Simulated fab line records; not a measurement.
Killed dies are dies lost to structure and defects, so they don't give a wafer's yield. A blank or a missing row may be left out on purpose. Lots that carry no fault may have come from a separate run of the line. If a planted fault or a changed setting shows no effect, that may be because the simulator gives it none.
Struck lot and sound lot, side by side | flow nand_harc | 40 steps out of a route of 1302
Sound: the wafers L556.1, L556.2, L556.5. Wafers L552.1, L552.3, L552.5 were the ones struck. The cause comes at the end.
Per side, at each step with rows, come the tool, then ch with its chambers, and then its first start. Under that, the readings that differ: sound wafers | struck wafers | difference of the means | sigmas: that difference in standard deviations of wafers without a fault.
alike: a reading whose means differ by less than 2 such deviations, as well as words and numbers matching on both sides. not compared: withheld readings; readings where some wafer has no value; bounds like >300 that might hide an equal value; numbers whose values overlap and for which the record gives no deviation.
The two part at a step that has a row with sigmas, a row that says differs or no value, or rows on one side only. Numbers that have no deviation but don't overlap get no sigmas and don't part them. A reading that every wafer of one side lacks parts them only if that side has two wafers or more.

first, 7 steps without rows for these wafers: NHARC_A_STAIRCASE_COAT_262; NHARC_A_STAIRCASE_SOFTBAKE_263 (time 170 s); NHARC_A_STAIRCASE_EBR_264; NHARC_A_STAIRCASE_EXPOSE_265 (exposes mask CHOP 200); NHARC_A_STAIRCASE_PEB_266 (peb time 130 s); NHARC_A_STAIRCASE_DEVELOP_267 (time 140 s); NHARC_A_STAIRCASE_HARDBAKE_269 (time 140 s).
NHARC_A_STAIRCASE_DESCUM_270: chemistry O2, time 3 s.
  sound on rie_diel-06 ch 1,2,3, day 22 09:27; struck on rie_diel-01 ch 0,1,3, day 20 18:50
  alike: drypump_motor_current_A, oes_product_au, rf_vpp_V, showerhead_plenum_p_Torr, throttle_valve_pct
  not compared: rf_hours_counter_h
then, 3 steps without rows for these wafers: NHARC_A_STAIRCASE_ETCH_271 (etches the open film in CF4/CHF3); NHARC_A_STAIRCASE_HM_OPEN_457 (chemistry O2/COS); NHARC_A_STAIRCASE_STRIP_458 (strips in O2/COS).
NHARC_A_STAIRCASE_ETCH_451: etches the open film in CF4/O2, target depth 30 nm, overetch 3 nm, time 16.5 s.
  sound on rie_diel-06 ch 1,3, day 22 10:07; struck on rie_diel-01 ch 0,1,3, day 20 19:23
  reading               | sound             | struck            | difference | sigmas
  oes_product_au (a.u.) | 0.984 1.017 1.026 | 0.991 0.986 0.999 | -0.017     | -2
  alike: drypump_motor_current_A, rf_vpp_V, showerhead_plenum_p_Torr, throttle_valve_pct
  not compared: rf_hours_counter_h
then, 5 steps without rows for these wafers: NHARC_A_STAIRCASE_ETCH_273 (etches the open film in C4F8/O2/Ar, target depth 10200 nm, time 2468.6 s); NHARC_A_STAIRCASE_STRIP_274 (strips in O2); NHARC_A_STAIRCASE_STRIP_275 (strips in SPM, time 900 s); NHARC_A_STAIRCASE_PRECLEAN_276 (cleans in SC1); NHARC_A_STAIRCASE_SRD_277.
NHARC_A_STAIRCASE_HM_DEP_459: deposits aC, target thk 1500 nm.
  sound on acl_dep-01 ch 0, day 22 12:46; struck on acl_dep-03 ch 0, day 20 21:51
  alike: throttle_valve_pct
then, 10 steps without rows for these wafers: NHARC_A_STAIRCASE_DEP_280 (deposits SiON, target thk 30 nm); NHARC_A_STAIRCASE_DEHYDRATE_281 (time 120 s); NHARC_A_STAIRCASE_HMDS_282 (time 30 s); NHARC_A_STAIRCASE_COAT_283; NHARC_A_STAIRCASE_SOFTBAKE_284 (time 170 s); NHARC_A_STAIRCASE_EBR_285; NHARC_A_STAIRCASE_EXPOSE_286 (exposes mask CHOP 100); NHARC_A_STAIRCASE_PEB_287 (peb time 130 s); NHARC_A_STAIRCASE_DEVELOP_288 (time 140 s); NHARC_A_STAIRCASE_HARDBAKE_290 (time 140 s).
NHARC_A_STAIRCASE_DESCUM_291: chemistry O2, time 3 s.
  sound on rie_diel-01 ch 0,1,2, day 22 15:47; struck on rie_diel-13 ch 0,2, day 21 00:42
  alike: drypump_motor_current_A, oes_product_au, rf_vpp_V, showerhead_plenum_p_Torr, throttle_valve_pct
  not compared: rf_hours_counter_h
then, 4 steps without rows for these wafers: NHARC_A_STAIRCASE_ETCH_292 (etches the open film in CF4/CHF3); NHARC_A_STAIRCASE_HM_OPEN_460 (chemistry O2/COS); NHARC_A_STAIRCASE_STRIP_461 (strips in O2/COS); NHARC_A_STAIRCASE_ETCH_452 (etches the open film in CF4/O2, target depth 30 nm, overetch 3 nm, time 16.5 s).
NHARC_A_STAIRCASE_ETCH_294: etches the open film in C4F8/O2/Ar, target depth 4989 nm, time 1211.6 s.
  sound: rie_diel-01 ch 0,2,3; struck: rie_diel-13 ch 0,3
  alike: oes_product_au, rf_vpp_V
  not compared: rf_hours_counter_h
NHARC_A_STAIRCASE_STRIP_295: strips in O2.
  sound: rie_diel-01 ch 1,2; struck: rie_diel-13 ch 0,1,2
  alike: drypump_motor_current_A, oes_product_au, rf_vpp_V, showerhead_plenum_p_Torr, throttle_valve_pct
  not compared: rf_hours_counter_h
then, 3 steps without rows for these wafers: NHARC_A_STAIRCASE_STRIP_296 (strips in SPM, time 900 s); NHARC_A_STAIRCASE_PRECLEAN_297 (cleans in SC1); NHARC_A_STAIRCASE_SRD_298.
-- a jump in the record: the struck wafers' starts before and after are 3 days apart (it breaks off in module A_STAIRCASE and resumes in module A_SGD_CUT, where the first step shown is number 904 of the route) --
NHARC_A_SGD_CUT_DESCUM_14: chemistry O2, time 3 s.
  sound on rie_diel-09 ch 1,3, day 25 00:49; struck on rie_diel-09 ch 2,3, day 23 21:01
  reading | sound | struck                                                                     | difference                   | sigmas
  hold    | - - - | await_dispo/2.6h/release await_dispo/2.6h/release await_dispo/2.6h/release | no value on the sound wafers |
  alike: drypump_motor_current_A, oes_product_au, rf_vpp_V, showerhead_plenum_p_Torr, throttle_valve_pct
  not compared: rf_hours_counter_h
-- break in the record here, with 6 days between the starts of the struck wafers on either side (left off in module A_SGD_CUT, picked up again in module END, where the first step shown is number 1302 on the route) --
NHARC_END_SORT_01:
  only the struck wafers appear in the record here, on prober-01 ch 0 at day 30 00:50; the sound ones have no rows

## WHERE THEY PART
Earliest at NHARC_A_STAIRCASE_ETCH_451; latest, in this record, at NHARC_END_SORT_01.

WHY: what the simulator had put in
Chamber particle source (rie_diel-01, NHARC_A_STAIRCASE_ETCH_451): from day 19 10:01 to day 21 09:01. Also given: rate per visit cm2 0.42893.
